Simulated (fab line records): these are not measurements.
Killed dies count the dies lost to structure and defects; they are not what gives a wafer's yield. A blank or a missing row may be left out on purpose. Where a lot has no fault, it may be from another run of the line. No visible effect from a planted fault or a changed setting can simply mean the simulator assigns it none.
fab line records | flow n5Finfet | part 1 of 2: steps 1 to 4 of 6
record lots=21 wafers=63 lastDay=17
route steps=1938 shown DUMMY_REMOVAL@377 HKMG_FIN@399
lots that met no fault: taken from a fault-free run of the same line
startH: the number of hours between the record's first day and the start of the first shown wafer of the lot | waitH: hours from the lot's prior step to this one | " identical to the entry in the row above | L1.1+2: a single row standing in for several wafers | - no value present, or no start provided | * or withheld: withheld | < > ~ a bound
route shown NAME@n: NAME is a module with steps in the file, n the number in the route of the first one | usual: average and standard deviation across the fault-free wafers | same: alike in all rows | chamber/n: place in a boat | sites: the reading at each site | _std_site: their standard deviation | _edge_site: outer sites' mean less inner sites' | radiusMm: for every site, how far away it sits from the centre of the wafer | mask NAME#n: copy n | behind: the last tool/chamber to shape the wafer | hold: the reason the lot was held/the length of the hold in hours/how it ended | device: the transistor (n, p or np) that didn't switch | end of line: tests run on the same wafers once the route is complete | for a step that has no rows: nothing shown but its recipe | killed: at the first sort, the dies lost to defects and structure; wafer yield is something else | map: dies across one wafer; x = killed, . = not, _ = none there
set.NAME: the run value of the setting; set.NAME@STEP: its run value at that earlier step | model.NAME: the simulator's own value behind a step, which no gauge read
a sample of lots followed through the steps of the route, with each step as a table and each wafer as a row
services: when a tool's chamber went out of use (startH, in hours from the record's first day, below 0 if earlier), for how many hours, and the reason
## steps
# step N5_DUMMY_REMOVAL_HM_STRIP_01
# recipe chemistry=CH3F/O2 material=SiNx targetDepthA=40 stopOn=poly-Si timeS=6.8 overEtchFrac=0.3 ionEnergyEv=60 powerW=410 biasW=29 Ar_flow_sccm=150 CH3F_flow_sccm=30 O2_flow_sccm=20
# usual drypumpMotorCurrentA=5.8/0.43 oesProductAu=0.63/0.075 rfVppV=127.5/1 showerheadPlenumPTorr=2.00/0.069 throttleValvePct=16.46/0.25
# same timeS=6.8
# columns lot.wafer tool chamber startH waitH drypumpMotorCurrentA oesProductAu rfHoursCounterH rfVppV showerheadPlenumPTorr throttleValvePct
L074.2 rieDiel-05 1 72.14 0.0 5.8 0.75 10 126.8 1.98 16.09
L074.3 " 0 " " 5.0 0.67 95 128.0 2.03 16.68
L074.5 " 0 " " 5.0 0.68 - 129.2 2.03 16.68
L075.3 rieDiel-02 0 82.55 0.1 6.1 0.57 216 129.2 2.07 16.63
L075.4 " 1 " " 6.3 0.57 240 127.9 1.88 16.54
L075.6 " 3 " " 5.7 0.58 - 128.9 1.97 16.62
L076.3 rieDiel-04 3 89.42 0.0 5.4 0.80 1 127.6 2.05 15.99
L076.4 " 0 " " 5.4 0.65 99 127.9 1.94 16.23
L076.6 " 3 " " 5.4 0.80 - 127.4 2.05 16.00
L077.1 rieDiel-02 3 89.67 0.0 5.7 0.57 218 127.5 1.97 16.62
L077.3 " 1 " " 6.3 0.57 243 126.4 1.88 16.56
L077.4 " 1 " " 6.3 0.57 - 126.9 1.88 16.54
L078.1 rieDiel-04 2 99.98 0.0 5.3 0.56 232 127.9 2.06 16.40
L078.3 " 0 " " 5.4 0.65 102 126.7 1.94 16.22
L078.5 " 0 " " 5.4 0.64 - 125.7 1.94 16.21
L079.1 rieDiel-02 3 104.38 0.1 5.7 0.56 224 128.5 1.96 16.62
L079.4 " 0 " " 6.1 0.57 - 127.3 2.07 16.64
L079.6 " 1 " " 6.3 0.56 - 125.4 1.88 16.57
L080.1 rieDiel-02 3 111.80 0.0 5.7 0.56 227 127.6 1.96 16.62
L080.2 " 0 " " 6.1 0.56 226 127.3 2.06 16.66
L080.4 " 0 " " 6.1 0.56 - 126.5 2.07 16.65
L083.3 rieDiel-04 2 126.02 0.0 5.3 0.56 240 128.8 2.06 16.41
L083.5 " 2 " " 5.3 0.56 - 127.6 2.06 16.40
L083.6 " 3 " " 5.4 0.75 - 127.5 2.04 16.03
L082.2 rieDiel-02 0 127.75 0.1 6.1 0.56 232 128.5 2.06 16.67
L082.4 " 0 " " 6.1 0.56 - 126.5 2.06 16.68
L082.6 " 1 " " 6.3 0.56 - 126.8 1.87 16.59
L084.3 rieDiel-02 0 134.88 0.0 6.0 0.56 235 127.8 2.06 16.68
L084.4 " 3 " " 5.7 0.56 - 127.3 1.96 16.66
L084.5 " 1 " " 6.3 0.57 - 126.4 1.87 16.58
L086.2 rieDiel-05 0 146.66 0.0 5.0 0.65 116 129.2 2.02 16.72
L086.3 " 3 " " 5.8 0.61 160 129.2 2.10 16.73
L086.5 " 0 " " 5.0 0.65 - 126.1 2.02 16.70
L087.2 rieDiel-02 1 147.91 0.0 6.3 0.56 264 125.7 1.87 16.60
L087.3 " 0 " " 6.1 0.55 240 129.0 2.06 16.70
L087.4 " 1 " " 6.3 0.55 - 127.3 1.87 16.59
L088.3 rieDiel-05 0 155.79 0.1 5.0 0.64 118 127.8 2.02 16.72
L088.4 " 1 " " 5.8 0.71 34 126.9 1.97 16.13
L088.6 " 0 " " 5.0 0.65 - 127.4 2.02 16.72
L089.4 rieDiel-05 2 159.33 0.0 5.9 0.66 94 128.4 2.02 16.38
L089.5 " 0 " " 5.0 0.66 - 129.2 2.02 16.71
L089.6 " 3 " " 5.9 0.61 - 126.6 2.10 16.77
L090.3 rieDiel-04 1 171.07 0.0 6.4 0.72 41 128.8 2.02 16.31
L090.4 " 3 " " 5.4 0.72 - 129.8 2.04 16.07
L090.5 " 1 " " 6.4 0.71 - 127.3 2.02 16.31
L091.1 rieDiel-05 0 172.49 0.0 5.0 0.66 124 128.5 2.02 16.73
L091.2 " 2 " " 5.9 0.65 99 128.8 2.02 16.39
L091.5 " 3 " " 5.8 0.62 - 127.8 2.09 16.75
L092.1 rieDiel-04 3 179.31 0.0 5.4 0.73 29 127.6 2.04 16.05
L092.2 " 0 " " 5.4 0.63 127 127.9 1.93 16.29
L092.3 " 2 " " 5.2 0.80 1 128.6 2.05 15.96
L093.1 rieDiel-04 0 185.52 0.1 5.4 0.63 130 127.0 1.93 16.27
L093.2 " 2 " " 5.2 0.78 3 128.1 2.05 15.93
L093.3 " 1 " " 6.4 0.71 45 127.8 2.02 16.33
L094.2 rieDiel-04 1 190.25 0.0 6.4 0.70 47 128.2 2.02 16.32
L094.4 " 2 " " 5.3 0.77 5 127.7 2.05 15.94
L094.5 " 0 " " 5.4 0.62 - 127.1 1.93 16.27
L095.1 rieDiel-02 1 196.19 0.0 6.3 0.55 284 126.4 1.87 16.63
L095.2 " 0 " " 6.1 0.55 260 128.2 2.05 16.72
L095.3 " 1 " " 6.3 0.54 - 126.2 1.87 16.63
L096.2 rieDiel-02 0 204.04 0.0 6.1 0.54 263 126.8 2.05 16.73
L096.3 " 0 " " 6.1 0.55 - 128.3 2.05 16.74
L096.4 " 1 " " 6.3 0.55 - 128.5 1.86 16.63
# step N5_DUMMY_REMOVAL_STRIP_10
# recipe chemistry=N2/H2 timeS=40 powerW=100 tempC=40 pressureMtorr=100 rfFrequencyHz=6e+07 biasPowerW=3 n2FlowSccm=300 h2FlowSccm=300
# usual drypumpMotorCurrentA=5.8/0.43 h2FlowSccm=300.1/0.85 oesProductAu=0.77/0.099 rfVppV=45.3/0.81 showerheadPlenumPTorr=3.38/0.095 throttleValvePct=12.4/0.3
# same timeS=40
# columns lot.wafer tool chamber startH waitH drypumpMotorCurrentA h2FlowSccm oesProductAu rfHoursCounterH rfVppV showerheadPlenumPTorr throttleValvePct
L074.2 rieDiel-05 1 72.18 0.0 5.8 299.9 0.93 10 45.6 3.31 11.8
L074.3 " 0 " " 5.0 300.6 0.82 95 46.0 3.42 12.5
L074.5 " 0 " " 5.0 299.9 0.83 - 45.4 3.42 12.4
L075.3 rieDiel-02 0 82.58 0.0 6.1 301.0 0.70 216 46.2 3.46 12.4
L075.4 " 1 " " 6.3 298.8 0.70 240 44.8 3.22 12.6
L075.6 " 3 " " 5.7 299.3 0.70 - 44.8 3.36 12.7
L076.3 rieDiel-04 3 89.46 0.0 5.4 300.1 1.01 1 45.6 3.46 11.8
L076.4 " 0 " " 5.4 300.0 0.81 99 45.4 3.29 12.3
L076.6 " 3 " " 5.4 300.1 1.01 - 46.4 3.46 11.8
L077.1 rieDiel-02 3 89.71 0.0 5.7 299.8 0.69 218 44.9 3.36 12.7
L077.3 " 1 " " 6.3 301.0 0.70 243 44.8 3.21 12.6
L077.4 " 1 " " 6.3 300.6 0.69 - 43.8 3.21 12.6
L078.1 rieDiel-04 2 100.02 0.0 5.3 299.7 0.69 232 45.0 3.48 12.4
L078.3 " 0 " " 5.4 299.8 0.80 102 45.8 3.28 12.3
L078.5 " 0 " " 5.4 300.5 0.80 - 45.1 3.28 12.3
L079.1 rieDiel-02 3 104.41 0.0 5.7 301.2 0.70 224 46.0 3.36 12.7
L079.4 " 0 " " 6.1 299.5 0.70 - 46.3 3.46 12.5
L079.6 " 1 " " 6.3 300.4 0.69 - 44.6 3.21 12.6
L080.1 rieDiel-02 3 111.83 0.0 5.7 299.2 0.69 227 45.9 3.36 12.7
L080.2 " 0 " " 6.1 299.1 0.70 226 44.7 3.45 12.5
L080.4 " 0 " " 6.0 299.6 0.70 - 46.4 3.45 12.5
L083.3 rieDiel-04 2 126.06 0.0 5.3 301.6 0.68 240 44.3 3.48 12.5
L083.5 " 2 " " 5.3 299.7 0.68 - 46.0 3.48 12.4
L083.6 " 3 " " 5.4 298.4 0.95 - 45.1 3.45 11.8
L082.2 rieDiel-02 0 127.78 0.0 6.0 299.0 0.69 232 46.4 3.45 12.5
L082.4 " 0 " " 6.1 301.5 0.69 - 46.1 3.45 12.5
L082.6 " 1 " " 6.3 300.5 0.68 - 44.4 3.21 12.6
L084.3 rieDiel-02 0 134.91 0.0 6.1 299.3 0.69 235 44.7 3.45 12.5
L084.4 " 3 " " 5.7 299.0 0.68 - 45.0 3.35 12.7
L084.5 " 1 " " 6.3 299.7 0.68 - 45.1 3.21 12.6
L086.2 rieDiel-05 0 146.69 0.0 5.0 299.3 0.80 116 46.5 3.40 12.5
L086.3 " 3 " " 5.9 299.3 0.75 160 45.6 3.51 12.6
L086.5 " 0 " " 5.0 300.2 0.81 - 46.2 3.41 12.5
L087.2 rieDiel-02 1 147.95 0.0 6.3 299.0 0.68 264 45.9 3.20 12.6
L087.3 " 0 " " 6.1 300.2 0.69 240 46.5 3.45 12.5
L087.4 " 1 " " 6.3 298.6 0.68 - 44.5 3.20 12.6
L088.3 rieDiel-05 0 155.82 0.0 5.0 299.9 0.81 118 46.0 3.40 12.5
L088.4 " 1 " " 5.9 301.0 0.87 34 45.9 3.29 11.8
L088.6 " 0 " " 5.0 300.0 0.80 - 45.6 3.40 12.5
L089.4 rieDiel-05 2 159.36 0.0 5.9 299.5 0.81 94 44.5 3.40 12.2
L089.5 " 0 " " 5.0 300.0 0.80 - 44.7 3.40 12.5
L089.6 " 3 " " 5.9 300.9 0.75 - 44.9 3.51 12.7
L090.3 rieDiel-04 1 171.11 0.0 6.4 301.4 0.89 41 44.3 3.41 12.1
L090.4 " 3 " " 5.4 299.2 0.93 - 45.0 3.44 11.9
L090.5 " 1 " " 6.4 299.6 0.89 - 45.4 3.41 12.1
L091.1 rieDiel-05 0 172.52 0.0 5.0 299.7 0.79 124 44.0 3.40 12.5
L091.2 " 2 " " 5.9 300.4 0.79 99 44.0 3.40 12.2
L091.5 " 3 " " 5.8 300.6 0.74 - 46.8 3.51 12.7
L092.1 rieDiel-04 3 179.35 0.0 5.4 300.4 0.92 29 44.7 3.44 11.9
L092.2 " 0 " " 5.4 300.5 0.78 127 46.4 3.27 12.4
L092.3 " 2 " " 5.3 300.1 0.98 1 47.0 3.47 11.8
L093.1 rieDiel-04 0 185.55 0.0 5.4 301.6 0.77 130 45.0 3.27 12.4
L093.2 " 2 " " 5.3 299.5 0.97 3 46.5 3.47 11.8
L093.3 " 1 " " 6.5 300.0 0.88 45 44.8 3.40 12.1
L094.2 rieDiel-04 1 190.28 0.0 6.4 300.3 0.87 47 46.2 3.40 12.1
L094.4 " 2 " " 5.3 300.2 0.96 5 45.0 3.47 11.8
L094.5 " 0 " " 5.4 300.3 0.77 - 46.0 3.27 12.4
L095.1 rieDiel-02 1 196.24 0.0 6.3 297.6 0.66 284 45.8 3.19 12.7
L095.2 " 0 " " 6.1 299.8 0.68 260 45.6 3.44 12.5
L095.3 " 1 " " 6.3 298.6 0.66 - 45.1 3.19 12.7
L096.2 rieDiel-02 0 204.09 0.0 6.1 300.0 0.67 263 45.1 3.43 12.6
L096.3 " 0 " " 6.1 298.7 0.67 - 45.8 3.44 12.5
L096.4 " 1 " " 6.3 301.2 0.66 - 44.4 3.19 12.7
# step N5_HKMG_FIN_OVL_MEAS_50
# recipe pointsPerWafer=44
# usual NDIPOLE_OVL=0.0/0.86
# columns lot.wafer tool chamber startH waitH NDIPOLE_OVL[nm]
L074.2 overlay-01 0 73.67 0.0 1.7
L074.3 " 0 " " 0.6
L074.5 " 0 " " 0.3
L075.3 overlay-01 0 84.13 0.0 -0.8
L075.4 " 0 " " 0.6
L075.6 " 0 " " 0.9
L076.3 overlay-01 0 90.82 0.0 0.1
L076.4 " 0 " " 0.1
L076.6 " 0 " " -0.4
L077.1 overlay-02 0 91.17 0.0 0.0
L077.3 " 0 " " -1.0
L077.4 " 0 " " -1.1
L078.1 overlay-02 0 101.53 0.0 -1.4
L078.3 " 0 " " -0.4
L078.5 " 0 " " -1.0
L079.1 overlay-01 0 105.97 0.0 -1.0
L079.4 " 0 " " -1.3
L079.6 " 0 " " -0.7
L080.1 overlay-02 0 113.35 0.0 1.8
L080.2 " 0 " " 0.7
L080.4 " 0 " " 0.1
L083.3 overlay-01 0 127.56 0.0 0.1
L083.5 " 0 " " -0.2
L083.6 " 0 " " 1.7
L082.2 overlay-02 0 129.33 0.0 1.7
L082.4 " 0 " " 1.8
L082.6 " 0 " " 1.6
L084.3 overlay-01 0 136.41 0.0 0.8
L084.4 " 0 " " -0.8
L084.5 " 0 " " -0.1
L086.2 overlay-01 0 148.24 0.0 0.0
L086.3 " 0 " " -0.2
L086.5 " 0 " " -0.1
L087.2 overlay-01 0 149.32 0.0 -1.1
L087.3 " 0 " " 0.2
L087.4 " 0 " " 0.8
L088.3 overlay-02 0 157.21 0.0 -0.5
L088.4 " 0 " " 0.2
L088.6 " 0 " " 1.1
L089.4 overlay-01 0 160.92 0.0 -1.4
L089.5 " 0 " " 0.2
L089.6 " 0 " " 0.3
L090.3 overlay-01 0 172.68 0.0 0.6
L090.4 " 0 " " 1.6
L090.5 " 0 " " 0.8
L091.1 overlay-02 0 173.90 0.0 0.2
L091.2 " 0 " " 0.3
L091.5 " 0 " " 0.5
L092.1 overlay-02 0 180.84 0.0 1.2
L092.2 " 0 " " -1.0
L092.3 " 0 " " 0.5
L093.1 overlay-01 0 187.03 0.0 -2.0
L093.2 " 0 " " -2.3
L093.3 " 0 " " -1.2
L094.2 overlay-01 0 191.69 0.0 0.2
L094.4 " 0 " " -0.3
L094.5 " 0 " " 0.4
L095.1 overlay-02 0 197.64 0.0 -0.6
L095.2 " 0 " " -0.7
L095.3 " 0 " " -0.5
L096.2 overlay-02 0 205.50 0.0 -0.3
L096.3 " 0 " " -0.3
L096.4 " 0 " " 0.1
# step N5_HKMG_FIN_DESCUM_53
# recipe chemistry=O2 timeS=7.9 sourcePowerW=50 biasPowerW=20 pressureMtorr=20 rfFrequencyHz=2.712e+07 tempC=40 resist=CAR-ArF o2FlowSccm=225
# usual drypumpMotorCurrentA=5.9/0.54 o2FlowSccm=225.0/0.63 oesProductAu=0.86/0.061 rfVppV=243.6/1.4 showerheadPlenumPTorr=2.12/0.069 throttleValvePct=20.43/0.28
# same timeS=7.9
# columns lot.wafer tool chamber startH waitH drypumpMotorCurrentA o2FlowSccm oesProductAu rfHoursCounterH rfVppV showerheadPlenumPTorr throttleValvePct
L074.2 rieDiel-06 1 73.73 0.0 5.7 224.7 0.93 19 242.7 2.16 20.43
L074.3 " 0 " " 6.4 225.4 0.93 11 245.7 2.22 19.84
L074.5 " 2 " " 5.1 224.9 0.74 - 242.7 2.01 20.58
L075.3 rieDiel-01 1 84.18 0.0 6.0 224.7 0.92 33 242.1 2.06 20.83
L075.4 " 0 " " 5.2 224.4 0.88 44 243.5 2.13 20.12
L075.6 " 2 " " 6.3 224.6 0.97 - 243.0 2.12 20.36
L076.3 rieDiel-01 3 90.88 0.0 5.5 225.2 0.85 61 242.7 2.11 20.56
L076.4 " 2 " " 6.3 224.8 0.95 3 243.4 2.12 20.35
L076.6 " 0 " " 5.2 224.3 0.88 - 244.7 2.13 20.12
L077.1 rieDiel-06 2 91.50 0.3 5.1 225.2 0.74 144 241.9 2.01 20.59
L077.3 " 1 " " 5.7 226.2 0.91 26 243.8 2.15 20.44
L077.4 " 0 " " 6.4 225.0 0.91 19 244.8 2.21 19.83
L078.1 rieDiel-03 2 101.59 0.0 5.7 225.1 0.80 130 241.7 2.01 20.38
L078.3 " 1 " " 6.6 225.7 0.82 88 243.4 2.11 20.83
L078.5 " 1 " " 6.6 226.5 0.82 - 243.0 2.11 20.79
L079.1 rieDiel-01 2 106.03 0.0 6.3 224.5 0.95 8 243.8 2.12 20.36
L079.4 " 3 " " 5.6 225.2 0.85 66 243.3 2.11 20.56
L079.6 " 1 " " 6.0 224.4 0.92 - 242.3 2.05 20.83
L080.1 rieDiel-06 0 113.40 0.0 6.4 225.6 0.88 27 245.3 2.21 19.84
L080.2 " 3 " " 6.7 224.6 0.93 20 244.5 2.22 20.31
L080.4 " 1 " " 5.7 225.4 0.90 35 243.4 2.15 20.48
L083.3 rieDiel-01 3 127.61 0.0 5.5 225.2 0.85 74 244.4 2.10 20.56
L083.5 " 1 " " 6.0 225.0 0.90 - 242.3 2.05 20.84
L083.6 " 0 " " 5.2 224.8 0.86 - 242.9 2.13 20.12
L082.2 rieDiel-03 2 129.47 0.1 5.8 226.0 0.78 141 241.5 2.01 20.41
L082.4 " 3 " " 5.3 225.3 0.88 - 245.9 2.22 20.51
L082.6 " 2 " " 5.8 224.7 0.79 - 241.9 2.01 20.41
L084.3 rieDiel-03 2 136.82 0.4 5.7 224.0 0.79 145 242.4 2.01 20.42
L084.4 " 0 " " 5.5 225.4 0.98 2 244.2 2.14 20.29
L084.5 " 2 " " 5.8 224.7 0.79 - 242.2 2.01 20.43
L086.2 rieDiel-01 3 148.61 0.3 5.5 225.3 0.83 83 243.8 2.10 20.58
L086.3 " 2 " " 6.3 225.9 0.90 27 243.1 2.11 20.41
L086.5 " 0 " " 5.2 226.2 0.85 - 243.9 2.12 20.16
L087.2 rieDiel-06 3 149.40 0.1 6.8 224.6 0.91 27 244.1 2.21 20.31
L087.3 " 0 " " 6.4 225.2 0.88 33 245.7 2.21 19.86
L087.4 " 1 " " 5.7 225.8 0.88 40 243.8 2.15 20.46
L088.3 rieDiel-06 2 157.27 0.0 5.1 225.6 0.72 162 241.7 2.01 20.62
L088.4 " 0 " " 6.4 225.2 0.88 36 245.8 2.21 19.87
L088.6 " 2 " " 5.1 224.5 0.72 - 242.3 2.01 20.63
L089.4 rieDiel-06 0 160.97 0.0 6.4 224.9 0.87 37 243.4 2.21 19.87
L089.5 " 0 " " 6.4 224.2 0.86 - 246.4 2.21 19.88
L089.6 " 3 " " 6.8 224.9 0.91 - 245.8 2.21 20.32
L090.3 rieDiel-06 0 173.52 0.8 6.4 225.6 0.87 43 244.3 2.21 19.88
L090.4 " 1 " " 5.7 225.8 0.87 - 244.5 2.15 20.50
L090.5 " 0 " " 6.4 225.5 0.86 - 245.3 2.21 19.88
L091.1 rieDiel-01 2 174.58 0.7 6.3 224.5 0.88 35 244.2 2.11 20.40
L091.2 " 0 " " 5.2 224.3 0.84 79 244.5 2.12 20.17
L091.5 " 0 " " 5.2 225.2 0.84 - 244.2 2.12 20.16
L092.1 rieDiel-06 1 181.76 0.9 5.7 224.2 0.87 56 242.3 2.14 20.50
L092.2 " 0 " " 6.4 226.0 0.86 49 244.6 2.20 19.88
L092.3 " 3 " " 6.8 223.9 0.90 42 245.8 2.21 20.35
L093.1 rieDiel-06 2 187.09 0.0 5.1 225.3 0.72 168 242.0 2.00 20.64
L093.2 " 0 " " 6.4 225.3 0.86 51 245.0 2.20 19.88
L093.3 " 3 " " 6.8 226.0 0.89 44 246.3 2.21 20.34
L094.2 rieDiel-03 2 191.75 0.0 5.8 225.9 0.76 162 241.5 2.00 20.43
L094.4 " 1 " " 6.6 225.9 0.78 117 243.0 2.10 20.85
L094.5 " 2 " " 5.7 225.8 0.77 - 241.8 2.00 20.44
L095.1 rieDiel-03 0 197.70 0.0 5.6 224.9 0.92 19 242.5 2.13 20.33
L095.2 " 1 " " 6.6 225.2 0.78 119 242.9 2.10 20.85
L095.3 " 2 " " 5.7 225.2 0.77 164 240.7 2.00 20.45
L096.2 rieDiel-03 3 205.56 0.0 5.3 225.0 0.85 72 243.9 2.21 20.56
L096.3 " 1 " " 6.6 225.4 0.78 122 243.1 2.10 20.88
L096.4 " 2 " " 5.8 224.4 0.77 166 241.3 2.00 20.44
